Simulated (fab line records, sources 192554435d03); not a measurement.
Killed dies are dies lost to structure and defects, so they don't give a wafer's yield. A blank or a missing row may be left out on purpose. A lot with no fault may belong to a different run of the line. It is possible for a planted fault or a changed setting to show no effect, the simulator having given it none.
fab line records    flow n5Finfet
[record] lots = 7  wafers = 21
route steps=1938 shown BEOL_M12@1649 BEOL_M13@1661 BEOL_M14@1762 BEOL_M15@1819 PASSIVATION@1910
startH: hours from the record's first day to the start of the lot's first wafer shown    waitH: hours from the lot's prior step to this one    " identical to the entry in the row above    L1.1+2: several wafers, shown together as one row    - no value, or no start given    * or withheld: withheld    < > ~ a bound
route shown NAME@n: a module of which the file shows steps, and the number in the route of the first    usual: mean and standard deviation over wafers with no fault    same: alike in all rows    chamber/n: place in a boat    sites: each site's reading    _std_site: their standard deviation    _edge_site: outer sites' mean less inner sites'    radiusMm: for every site, how far away it sits from the centre of the wafer    mask NAME#n: copy n    behind: the last tool/chamber to shape the wafer    hold: reason for holding the lot/hours on hold/outcome of the hold    device: which transistor (n, p or np) failed to switch    end of line: tests run on the same wafers once the route is complete    a step with no rows: only its recipe    killed: dies that structure and defects cost at the first sort, which is not the same as the wafer's yield    map: per-die view of a wafer (x killed, . not killed, _ where there is no die)
set.NAME: the run value of the setting; set.NAME@STEP: its run value at that earlier step    model.NAME: the simulator's own value behind a step, which no gauge read
lots run with intentionally changed settings; tables by step, rows by wafer
[[steps]]
[step N5_BEOL_M12_SPUTTER_44]
[recipe] material = Ta  targetThkA = 100  tempC = 50  biasV = 80  powerW = 15000  chamberPressurePa = 0.07  timeS = 16.13
lot.wafer  tool           chamber  startH  waitH  set.powerW  model.Ta_of_BEOL_M12_SPUTTER_44.thkNm
L074.1     pvdSputter-02  -        222.16  0.0    14110       9.4
L074.2     "              -        "       "      15000       10
L074.5     "              -        "       "      14110       9.6
L075.1     pvdSputter-01  -        239.37  0.0    14280       9.4
L075.2     "              -        "       "      15000       10.2
L075.6     "              -        "       "      14280       9.6
L079.4+5   pvdSputter-01  -        254.97  0.0    15000       9.6
L079.6     "              -        "       "      15000       10.2
L080.1     pvdSputter-03  -        262.97  0.0    15000       10
L080.4     "              -        "       "      15000       9.8
L080.5     "              -        "       "      12990       8.4
L085.1     pvdSputter-02  -        291.99  0.0    17520       11.2
L085.3     "              -        "       "      15000       9.8
L085.6     "              -        "       "      17520       11.6
L087.1+3   pvdSputter-02  -        313.43  0.0    15000       10
L087.5     "              -        "       "      15000       9.6
L096.1     pvdSputter-01  -        369.55  0.0    15000       10
L096.3     "              -        "       "      13990       9
L096.4     "              -        "       "      13990       9.2
[step N5_BEOL_M12_SPUTTER_45]
[recipe] material = Cu  targetThkA = 800  tempC = -20  biasV = 60  powerW = 26000  chamberPressurePa = 0.13  timeS = 13.33
[step N5_BEOL_M12_ECD_47]
[recipe] material = Cu  targetThkA = 7200
[step N5_BEOL_M12_ANNEAL_48]
[recipe] tempC = 225  timeS = 90  ambient = N2
[step N5_BEOL_M12_CMP_49]
[recipe] stopOn = SiOC  tOverpolishS = 20.6  downForcePsi = 1  platenRpm = 50  clearingPlatenDownForcePsi = 1.5  clearingPlatenRpm = 50  postCmpClean = cuAlkaline  targetThkNm = 320  clearingPlatenPadVelocityMS = 0.99484  padVelocityMS = 0.99484
lot.wafer  tool    chamber  startH  waitH  set.timeS@BEOL_M12_TRENCH_ETCH_34  model.Cu_of_BEOL_M12_ECD_47.thkNm
L074.1     cmp-04  3        222.81  0.3    125.5                              310.6
L074.2     "       0        "       "      125.5                              320.4
L074.5     "       0        "       "      125.5                              329.2
L075.1     cmp-04  1        241.61  0.3    117.8                              300
L075.2     "       2        "       "      125.5                              319.2
L075.6     "       0        "       "      125.5                              320.2
L079.4     cmp-03  1        255.86  0.1    125.5                              316
L079.6     "       1        "       "      125.5                              319
L079.5     "       2        "       "      125.5                              309.4
L080.1     cmp-03  3        263.61  0.3    148.8                              376.8
L080.4     "       1        "       "      125.5                              310.8
L080.5     "       0        "       "      125.5                              312.6
L085.1     cmp-03  3        292.63  0.3    125.5                              314.4
L085.3     "       1        "       "      125.5                              312.2
L085.6     "       3        "       "      125.5                              307.8
L087.3     cmp-03  1        314.34  0.2    113.1                              284.8
L087.1     "       0        "       "      113.1                              278.4
L087.5     "       1        "       "      125.5                              316.8
L096.4     cmp-01  2        370.32  0.1    111.4                              287.6
L096.3     "       3        "       "      125.5                              318.6
L096.1     "       1        "       "      125.5                              310.2
[step N5_BEOL_M12_THK_MEAS_50]
[recipe] thkMeasGauge = xrf  reads = Cu_of_BEOL_M12_ECD_47
[usual] M12_THK = 323/5.5
lot.wafer  tool          chamber  startH  waitH  set.timeS@BEOL_M12_TRENCH_ETCH_34  M12_THK[nm]
L074.1     filmMetro-02  -        223.11  -      125.5                              312
L074.2     "             -        "       "      125.5                              321
L074.5     "             -        "       "      125.5                              330
L075.1     filmMetro-01  -        241.83  -      117.8                              303
L075.2     "             -        "       "      125.5                              323
L075.6     "             -        "       "      125.5                              323
L079.4     filmMetro-01  -        256.16  -      125.5                              322
L079.5     "             -        "       "      125.5                              315
L079.6     "             -        "       "      125.5                              325
L080.1     filmMetro-01  -        263.90  -      148.8                              389
L080.4     "             -        "       "      125.5                              319
L080.5     "             -        "       "      125.5                              322
L085.1     filmMetro-01  -        292.93  -      125.5                              324
L085.3     "             -        "       "      125.5                              323
L085.6     "             -        "       "      125.5                              319
L087.1     filmMetro-01  -        314.63  -      113.1                              286
L087.3     "             -        "       "      113.1                              292
L087.5     "             -        "       "      125.5                              325
L096.1     filmMetro-02  -        370.61  -      125.5                              317
L096.3     "             -        "       "      125.5                              326
L096.4     "             -        "       "      111.4                              292
[step N5_BEOL_M12_PRE_CLEAN_52]
[recipe] gas = NH3  timeS = 15  tempC = withheld  rfPowerW = 300
[step N5_BEOL_M12_DEP_53]
[recipe] material = SiCN  targetThkA = 300  tempC = withheld  precursor = 3MS/NH3  pressureTorr = 3  rfW = 675  timeS = 10.5
[step N5_BEOL_M12_RS_MEAS_54]
[recipe] thkMeasGauge = four-point-probe  reads = Cu_of_BEOL_M12_ECD_47+Ta_of_BEOL_M12_SPUTTER_44+TaN_of_BEOL_M12_SPUTTER_43
[usual] M12_RS = 0.0606/0.0011
lot.wafer  tool          chamber  startH  waitH  set.timeS@BEOL_M12_TRENCH_ETCH_34  M12_RS[ohm/sq]
L074.1     filmMetro-02  -        223.26  0.1    125.5                              0.0619
L074.2     "             -        "       "      125.5                              0.0599
L074.5     "             -        "       "      125.5                              0.0582
L075.1     filmMetro-01  -        241.95  0.0    117.8                              0.0642
L075.2     "             -        "       "      125.5                              0.0601
L075.6     "             -        "       "      125.5                              0.0599
L079.4     filmMetro-01  -        256.28  0.0    125.5                              0.0610
L079.5     "             -        "       "      125.5                              0.0620
L079.6     "             -        "       "      125.5                              0.0603
L080.1     filmMetro-01  -        264.03  0.0    148.8                              0.0507
L080.4     "             -        "       "      125.5                              0.0619
L080.5     "             -        "       "      125.5                              0.0616
L085.1     filmMetro-01  -        293.05  0.0    125.5                              0.0610
L085.3     "             -        "       "      125.5                              0.0615
L085.6     "             -        "       "      125.5                              0.0624
L087.1     filmMetro-01  -        314.79  0.1    113.1                              0.0694
L087.3     "             -        "       "      113.1                              0.0679
L087.5     "             -        "       "      125.5                              0.0606
L096.1     filmMetro-02  -        370.75  0.0    125.5                              0.0619
L096.3     "             -        "       "      125.5                              0.0602
L096.4     "             -        "       "      111.4                              0.0671
[step N5_BEOL_M13_COAT_58]
[recipe] resist = BARC  tempC = 205  timeS = 60  spinRpm = 1500  resistThkNm = 89
lot.wafer  tool           chamber  startH  waitH  set.spinRpm  model.BARC_of_BEOL_M13_COAT_58.thkNm
L074.1     lithoTrack-02  0        223.51  0.0    1437         91
L074.2     "              0        "       "      1437         90.6
L074.5     "              0        "       "      1500         88.8
L075.1+6   lithoTrack-04  0        242.20  0.0    1500         89.2
L075.2     "              0        "       "      1586         86.8
L079.4+5   lithoTrack-01  0        256.53  0.0    1500         89.2
L079.6     "              0        "       "      1500         89.4
L080.1+5   lithoTrack-02  0        264.33  0.0    1500         88.8
L080.4     "              0        "       "      1500         89
L085.1     lithoTrack-01  0        293.30  0.0    1500         88.6
L085.3     "              0        "       "      1345         94
L085.6     "              0        "       "      1345         94.2
L087.1+5   lithoTrack-01  0        315.03  0.0    1500         88.6
L087.3     "              0        "       "      1500         88.8
L096.1     lithoTrack-02  0        370.99  0.0    1592         86.4
L096.3     "              0        "       "      1592         86.2
L096.4     "              0        "       "      1592         85.8
[step N5_BEOL_M13_COAT_04]
[recipe] spinRpm = 1625  resistThkNm = 400
[step N5_BEOL_M13_EBR_06]
[recipe] solvent = PGMEA  ebrWidthMm = 1.5
[step N5_BEOL_M13_DESCUM_15]
[recipe] chemistry = O2  timeS = 7.9  sourcePowerW = 50  biasPowerW = 20  pressureMtorr = 20  rfFrequencyHz = 2.712e+07  tempC = 40  o2FlowSccm = 225
[step N5_BEOL_M13_ETCH_59]
[recipe] chemistry = N2/H2  target = BARC  targetDepthA = 890  overetchA = 267  timeS = 67.9  ionEnergyEv = 200  pressureMtorr = 30  sourceW = 840  biasW = 150  n2FlowSccm = 200  h2FlowSccm = 200
lot.wafer  tool        chamber  startH  waitH  set.spinRpm@BEOL_M13_COAT_58  model.etch.depthNm
L074.1     rieDiel-05  1        223.90  0.0    1437                          91.05
L074.2     "           2        "       "      1437                          90.58
L074.5     "           2        "       "      1500                          88.82
L075.1     rieDiel-04  1        242.61  0.0    1500                          89.25
L075.2     "           3        "       "      1586                          86.71
L075.6     "           2        "       "      1500                          89.23
L079.4     rieDiel-05  0        257.32  0.0    1500                          89.17
L079.5     "           3        "       "      1500                          89.26
L079.6     "           2        "       "      1500                          89.31
L080.1     rieDiel-01  2        264.77  0.0    1500                          88.88
L080.4     "           3        "       "      1500                          89.06
L080.5     "           1        "       "      1500                          88.89
L085.1     rieDiel-01  3        293.70  0.0    1500                          88.62
L085.3     "           0        "       "      1345                          93.92
L085.6     "           1        "       "      1345                          94.12
L087.1     rieDiel-05  2        315.85  0.0    1500                          88.57
L087.3     "           1        "       "      1500                          88.89
L087.5     "           3        "       "      1500                          88.51
L096.1     rieDiel-01  0        371.51  0.0    1592                          86.36
L096.3     "           3        "       "      1592                          86.22
L096.4     "           1        "       "      1592                          85.89
[step N5_BEOL_M13_VIA_ETCH_16]
[recipe] chemistry = C4F8/O2/Ar  target = SiOC  pressureMtorr = 30  sourceW = 3000  biasW = 700  Ar_flow_sccm = 400  C4F8_flow_sccm = 15  O2_flow_sccm = 8  heInnerTorr = 15  heOuterTorr = 30  targetDepthA = 9217  timeS = withheld  ionEnergyEv = 250  ends = cleared
[step N5_BEOL_M13_STRIP_63]
[recipe] chemistry = N2/H2  powerW = 1000  tempC = 250  h2Frac = 0.65  overashFraction = 0.3  pressureMtorr = 1000  n2FlowSccm = 1750  h2FlowSccm = 3250
[step N5_BEOL_M13_STRIP_64]
[recipe] chemistry = N2/H2  powerW = 1000  tempC = 250  h2Frac = 0.65  overashFraction = 0.3  pressureMtorr = withheld  n2FlowSccm = 1750  h2FlowSccm = 3250
[usual] stripTimeToEndpointS = 31.30/0.078
lot.wafer  tool            chamber  startH  waitH  set.spinRpm@BEOL_M13_COAT_58  stripTimeToEndpointS
L074.1     plasmaAsher-01  0        224.25  0.0    1437                          31.90
L074.2     "               1        "       "      1437                          31.76
L074.5     "               0        "       "      1500                          31.26
L075.1     plasmaAsher-02  1        242.96  0.0    1500                          31.37
L075.2     "               0        "       "      1586                          30.66
L075.6     "               1        "       "      1500                          31.39
L079.4     plasmaAsher-02  0        257.68  0.0    1500                          31.36
L079.5     "               1        "       "      1500                          31.39
L079.6     "               0        "       "      1500                          31.41
L080.1     plasmaAsher-02  0        265.11  0.0    1500                          31.28
L080.4     "               0        "       "      1500                          31.32
L080.5     "               1        "       "      1500                          31.28
L085.1     plasmaAsher-02  1        294.04  0.0    1500                          31.20
L085.3     "               1        "       "      1345                          32.72
L085.6     "               0        "       "      1345                          32.77
L087.1     plasmaAsher-01  1        316.20  0.0    1500                          31.19
L087.3     "               1        "       "      1500                          31.29
L087.5     "               1        "       "      1500                          31.17
L096.1     plasmaAsher-02  0        371.86  0.0    1592                          30.55
L096.3     "               0        "       "      1592                          30.51
L096.4     "               1        "       "      1592                          30.42
[step N5_BEOL_M14_SPUTTER_43]
[recipe] material = TaN  targetThkA = 150  tempC = 50  biasV = 168.6  powerW = 15000  chamberPressurePa = 0.12  timeS = 24.19
lot.wafer  tool           chamber  startH  waitH  set.powerW  model.TaN_of_BEOL_M14_SPUTTER_43.thkNm
L074.1     pvdSputter-01  -        238.79  0.0    17350       17.2
L074.2     "              -        "       "      15000       15
L074.5     "              -        "       "      15000       14.8
L075.1+2   pvdSputter-03  -        254.29  0.0    15000       15
L075.6     "              -        "       "      15870       16
L079.4     pvdSputter-02  -        268.13  0.0    15000       14
L079.5+6   "              -        "       "      15000       14.2
L080.1     pvdSputter-02  -        275.15  0.0    15000       15.2
L080.4     "              -        "       "      16310       16
L080.5     "              -        "       "      15000       15
L085.1     pvdSputter-02  -        304.88  0.0    15000       14.6
L085.3     "              -        "       "      15000       15.2
L085.6     "              -        "       "      16460       16.6
L087.1     pvdSputter-03  -        325.13  0.0    15000       14.8
L087.3     "              -        "       "      15000       15
L087.5     "              -        "       "      15000       14.6
L096.1     pvdSputter-03  -        382.50  0.0    15000       14.8
L096.3     "              -        "       "      16770       16.8
L096.4     "              -        "       "      15000       15.2
[step N5_BEOL_M15_SPUTTER_43]
[recipe] material = TaN  targetThkA = 150  tempC = 50  biasV = 168.6  powerW = 15000  chamberPressurePa = 0.12  timeS = 24.19
lot.wafer   tool           chamber  startH  waitH  set.timeS  model.TaN_of_BEOL_M15_SPUTTER_43.thkNm
L074.1      pvdSputter-03  -        246.86  0.0    21.74      13.8
L074.2      "              -        "       "      24.19      15.2
L074.5      "              -        "       "      21.74      13.4
L075.1+2+6  pvdSputter-03  -        259.31  0.0    24.19      15.2
L079.4      pvdSputter-02  -        275.99  0.0    24.19      14.6
L079.5+6    "              -        "       "      24.19      14.8
L080.1      pvdSputter-02  -        283.12  0.0    26.73      16.4
L080.4+5    "              -        "       "      24.19      15
L085.1      pvdSputter-02  -        311.35  0.0    24.19      15.2
L085.3      "              -        "       "      24.19      15
L085.6      "              -        "       "      22.17      14
L087.1      pvdSputter-03  -        330.57  0.0    24.19      14.4
L087.3+5    "              -        "       "      24.19      14.8
L096.1      pvdSputter-03  -        387.66  0.0    24.19      14.8
L096.3      "              -        "       "      24.19      15
L096.4      "              -        "       "      22.28      13.4
[step N5_PASSIVATION_ETCH_59]
[recipe] chemistry = Cl2/BCl3  target = TaN  targetDepthA = 650  timeS = 34.9  ionEnergyEv = 100  pressureMtorr = 10  icpW = 900  biasW = 100  Cl2_flow_sccm = 60  bcl3FlowSccm = 30
lot.wafer  tool         chamber  startH  waitH  set.timeS  model.etch.depthNm
L074.1     rieMetal-01  0        260.03  0.3    34.9       66.96
L074.2     "            1        "       "      27.69      52.2
L074.5     "            0        "       "      34.9       66.82
L075.1     rieMetal-03  1        271.47  0.3    34.9       63.93
L075.2     "            0        "       "      34.9       61.81
L075.6     "            1        "       "      29.55      54.38
L079.4     rieMetal-01  0        285.84  0.2    34.9       66.98
L079.5     "            1        "       "      34.9       65.53
L079.6     "            0        "       "      34.9       66.47
L080.1     rieMetal-02  0        292.72  0.3    34.9       66.42
L080.4     "            0        "       "      34.9       66.03
L080.5     "            1        "       "      34.9       66.18
L085.1     rieMetal-02  0        321.68  0.7    28.7       54.82
L085.3     "            0        "       "      34.9       66.23
L085.6     "            0        "       "      28.7       55.17
L087.1     rieMetal-01  1        341.69  0.3    34.9       66.59
L087.3     "            0        "       "      38.5       73.83
L087.5     "            1        "       "      38.5       73.34
L096.1     rieMetal-03  1        401.44  0.3    34.9       65.09
L096.3     "            1        "       "      34.9       65.6
L096.4     "            0        "       "      34.9       61.51
[step N5_PASSIVATION_PECVD_53]
[recipe] material = SiO2  targetThkA = 8000  tempC = 400  precursor = TEOS/O2  pressureTorr = 6.5  rfW = withheld  teosFlowSccm = withheld  gas = O2  flowSccm = 2650  timeS = 169.4
lot.wafer  tool      chamber  startH  waitH  set.tempC  model.SiO2_of_PASSIVATION_PECVD_53.thkNm
L074.1     pecvd-02  1        260.65  0.0    382        892.4
L074.2     "         2        "       "      400        792.6
L074.5     "         1        "       "      400        813
L075.1     pecvd-02  2        272.11  0.1    382.6      890
L075.2     "         0        "       "      400        804.2
L075.6     "         2        "       "      400        810.4
L079.4     pecvd-02  2        286.48  0.1    400        811.8
L079.5     "         1        "       "      400        804.2
L079.6     "         2        "       "      400        809.4
L080.1     pecvd-01  1        293.39  0.0    400        787
L080.4     "         2        "       "      385.9      885
L080.5     "         1        "       "      385.9      872
L085.1     pecvd-03  2        322.49  0.0    386.6      870.8
L085.3     "         1        "       "      386.6      861
L085.6     "         2        "       "      400        816.4
L087.1     pecvd-03  0        342.34  0.0    400        806.6
L087.3     "         2        "       "      400        793
L087.5     "         2        "       "      400        816.8
L096.1     pecvd-02  1        402.13  0.0    400        798.8
L096.3     "         0        "       "      400        820.8
L096.4     "         1        "       "      400        821.8
[[key]]
[split] step = N5_BEOL_M12_SPUTTER_44  setting = powerW  stated = 15000  by = wafer
[response] step = N5_BEOL_M12_SPUTTER_44  reading = model.Ta_of_BEOL_M12_SPUTTER_44.thkNm  change = +0.105  per = 1%  r = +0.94
[split] step = N5_BEOL_M13_COAT_58  setting = spinRpm  stated = 1500  by = wafer
[response] step = N5_BEOL_M13_COAT_58  reading = model.BARC_of_BEOL_M13_COAT_58.thkNm  change = -0.502  per = 1%  r = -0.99
[response] step = N5_BEOL_M13_ETCH_59  reading = model.etch.depthNm  change = -0.5  per = 1%  r = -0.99
[response] step = N5_BEOL_M13_STRIP_64  reading = stripTimeToEndpointS  change = *  per = 1%  r = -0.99
[split] step = N5_BEOL_M14_SPUTTER_43  setting = powerW  stated = 15000  by = wafer
[response] step = N5_BEOL_M14_SPUTTER_43  reading = model.TaN_of_BEOL_M14_SPUTTER_43.thkNm  change = +0.148  per = 1%  r = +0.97
[split] step = N5_BEOL_M15_SPUTTER_43  setting = timeS  stated = 24.19  by = wafer
[response] step = N5_BEOL_M15_SPUTTER_43  reading = model.TaN_of_BEOL_M15_SPUTTER_43.thkNm  change = +0.151  per = 1%  r = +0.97
[split] step = N5_PASSIVATION_ETCH_59  setting = timeS  stated = 34.9  by = wafer
[response] step = N5_PASSIVATION_ETCH_59  reading = model.etch.depthNm  change = +0.651  per = 1%  r = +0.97
[split] step = N5_PASSIVATION_PECVD_53  setting = tempC  stated = 400  by = wafer
[response] step = N5_PASSIVATION_PECVD_53  reading = model.SiO2_of_PASSIVATION_PECVD_53.thkNm  change = -19.9  per = 1%  r = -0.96
split outsideThisFile step=N5_BEOL_M12_TRENCH_ETCH_34 setting=timeS
// split outsideThisFile: this setting was split too, and the file shows its column; the key of that split is in another file
